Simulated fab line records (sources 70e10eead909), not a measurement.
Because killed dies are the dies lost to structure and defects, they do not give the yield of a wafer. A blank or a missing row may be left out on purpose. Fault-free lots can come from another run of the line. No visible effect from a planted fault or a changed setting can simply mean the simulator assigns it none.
Commonality check across tools ; flow nand harc ; 14 lots, 42 wafers sampled

== THE REASON FOR OPENING IT ==
Flagged at NHARC_A_ONON_D1_THK_MEAS_27: reading thk nm, on 2 of 14 lots. Wafers without a fault read 1002 nm, standard deviation 8.3.
Rule: flag the lot when none of its wafers has a number, or when each of its wafers that has one lies beyond 4 standard deviations from that mean. The rest of the lots are taken to be sound.

lot;measured;on;thk nm (nm), wafer by wafer;flag
L646;day 8 10:46;film metro-02;1005 1007 1008;
L647;day 8 15:03;film metro-02;994 997 995;
L651;day 10 01:16;film metro-01;1001 1002 1002;
L650;day 10 01:17;film metro-02;1000 998 997;
L653;day 11 11:29;film metro-01;1004 1004 1005;
L654;day 11 11:30;film metro-02;999 998 1001;
L657;day 13 01:40;film metro-01;995 994 994;
L658;day 13 12:04;film metro-01;998 996 996;
L659;day 14 09:28;film metro-01;997 997 998;
L661;day 15 05:26;film metro-02;1014 1015 1014;
L665;day 16 16:35;film metro-01;1802 1802 1801;FLAGGED
L667;day 17 01:04;film metro-01;1816 1816 1817;FLAGGED
L668;day 17 10:17;film metro-01;1005 1007 1007;
L669;day 18 03:03;film metro-01;1004 1004 1005;
The mean of the flagged lots' numbers is 1809 nm, +807 nm from the usual (+97 standard deviations).

== LOT BY LOT: THE TOOL USED ==
The record holds 2 process steps before the reading, out of a route of 1302 steps. In each cell: the tool, then ch and the chambers that the sampled wafers went through, then the start.
lot;flag;NHARC_A_ZERO_WELL_ETCH_13;NHARC_A_ONON_D1_DEP_25
L646;;rie si-01 ch 0,1, day 6 23:20;pecvd onon-04 ch 0, day 8 10:14
L647;;rie si-02 ch 0,2,3, day 7 05:34;pecvd onon-04 ch 0, day 8 14:39
L651;;rie si-04 ch 2,3, day 8 15:30;pecvd onon-03 ch 0, day 10 00:53
L650;;rie si-01 ch 2,3, day 8 15:51;pecvd onon-04 ch 0, day 10 00:50
L653;;rie si-02 ch 1,2,3, day 9 23:58;pecvd onon-02 ch 0, day 11 10:59
L654;;rie si-04 ch 1,2,3, day 10 02:16;pecvd onon-04 ch 0, day 11 10:59
L657;;rie si-01 ch 0,1, day 11 13:32;pecvd onon-03 ch 0, day 13 01:10
L658;;rie si-01 ch 0,1,3, day 12 02:46;pecvd onon-02 ch 0, day 13 11:34
L659;;rie si-04 ch 0,2,3, day 13 01:02;pecvd onon-02 ch 0, day 14 08:57
L661;;rie si-01 ch 0,1, day 13 20:01;pecvd onon-04 ch 0, day 15 05:02
L665;FLAGGED;rie si-01 ch 0,1,2, day 15 07:19;pecvd onon-03 ch 0, day 16 16:08
L667;FLAGGED;rie si-01 ch 0,1,3, day 15 13:22;pecvd onon-03 ch 0, day 17 00:33
L668;;rie si-02 ch 0,1,2, day 16 01:20;pecvd onon-02 ch 0, day 17 09:47
L669;;rie si-04 ch 0,1,3, day 16 16:16;pecvd onon-02 ch 0, day 18 02:32
What these steps do:
- NHARC_A_ZERO_WELL_ETCH_13: etches the open film in HBr/Cl2, target depth 120 nm, time 40.1 s.
- NHARC_A_ONON_D1_DEP_25: target thk 1000 nm.
- NHARC_A_ONON_D1_THK_MEAS_27: measures by ellipsometry.

== FLAGGED AGAINST TOTAL, ONE TOOL AT A TIME (gauges that did the reading follow at the end) ==
step;tool;lots run;flagged;share of the flagged lots;sound lots run after its first flagged lot
NHARC_A_ZERO_WELL_ETCH_13;rie si-01;7;2;all;0
NHARC_A_ZERO_WELL_ETCH_13;rie si-02;3;0;none;-
NHARC_A_ZERO_WELL_ETCH_13;rie si-04;4;0;none;-
NHARC_A_ONON_D1_DEP_25;pecvd onon-02;5;0;none;-
NHARC_A_ONON_D1_DEP_25;pecvd onon-03;4;2;all;0
NHARC_A_ONON_D1_DEP_25;pecvd onon-04;5;0;none;-
NHARC_A_ONON_D1_THK_MEAS_27;film metro-01;9;2;all;2 (L668,L669)
NHARC_A_ONON_D1_THK_MEAS_27;film metro-02;5;0;none;-

== WHAT THE TABLE ALLOWS ==
Rows of the table that ran every flagged lot, 3 in all: rie si-01 at NHARC_A_ZERO_WELL_ETCH_13, pecvd onon-03 at NHARC_A_ONON_D1_DEP_25, film metro-01 at NHARC_A_ONON_D1_THK_MEAS_27.
- rie si-01 at NHARC_A_ZERO_WELL_ETCH_13 ran 7 lots, 2 of them flagged. Last sound lot L661 at day 13 20:01, first flagged lot L665 at day 15 07:19; a fault beginning in between fits.
- pecvd onon-03 at NHARC_A_ONON_D1_DEP_25 ran 4 lots, 2 of them flagged. Last sound lot L657 at day 13 01:10, first flagged lot L665 at day 16 16:08; a fault beginning in between fits.
- film metro-01 at NHARC_A_ONON_D1_THK_MEAS_27 ran 9 lots, 2 of them flagged. After the first flagged lot (L668, L669), sound lots still ran on it; a lasting fault on the whole tool would not permit that.
These 2 tools cannot be told apart by counting lots, since each of them fits a fault that started at some hour. More lots, or a look at what each step does to the wafer, might.

== WHAT THE SIMULATOR PUT IN ==
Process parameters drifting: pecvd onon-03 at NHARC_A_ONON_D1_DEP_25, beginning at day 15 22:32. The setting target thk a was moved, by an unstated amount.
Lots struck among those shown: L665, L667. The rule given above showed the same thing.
